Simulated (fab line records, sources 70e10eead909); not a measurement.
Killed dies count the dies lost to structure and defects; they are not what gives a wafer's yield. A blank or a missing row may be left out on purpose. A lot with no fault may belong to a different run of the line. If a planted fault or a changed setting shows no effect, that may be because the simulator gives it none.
Matching of chambers    flow nand-harc    NHARC_P_M2_PRE_CLEAN_32 on pecvd-03 has 3 sister chambers
The step time 12 s. 6 wafers are shown with their chamber, then 12 later ones without.

== WAFERS PAIRED WITH THEIR CHAMBERS ==
wafer   chamber  heater-power-w (W)
L087.4  0        754
L087.5  2        686
L087.6  1        529
L089.1  2        723
L089.2  0        636
L089.3  1        519

== WAFERS WITH NO CHAMBER GIVEN ==
wafer   heater-power-w (W)
L088.2  467
L088.5  464
L088.6  700
L093.1  503
L093.2  746
L093.5  491
L095.1  719
L095.2  491
L095.5  496
L095.3  729
L095.4  718
L095.6  721

== CHAMBER TAKEN BY EACH ==
wafer   from the rows above      in truth
L088.2  1                        1
L088.5  1                        1
L088.6  can't be placed: 2 or 0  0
L093.1  1                        1
L093.2  can't be placed: 2 or 0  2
L093.5  1                        1
L095.1  can't be placed: 2 or 0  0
L095.2  1                        1
L095.5  1                        1
L095.3  can't be placed: 2 or 0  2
L095.4  can't be placed: 2 or 0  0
L095.6  can't be placed: 2 or 0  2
Placed correctly: 6 of 12. Unplaceable from these rows: 6, with the true chamber sitting among the candidates in 6. Number placed wrongly: 0.
How it was worked out, from the rows above alone: a wafer's distance from a chamber is the root of the sum, over the readings, of the square of ((its reading less the chamber's mean) divided by the reading's scatter). The wafer belongs to the nearest chamber; if the next one is less than 2 further off, it can't be placed. Each chamber's mean is taken over the wafers shown for it. How the scatter is found: for the shown wafers, subtract from each reading the mean of its chamber, square and add these, divide the total by (wafers less chambers), then take the root.
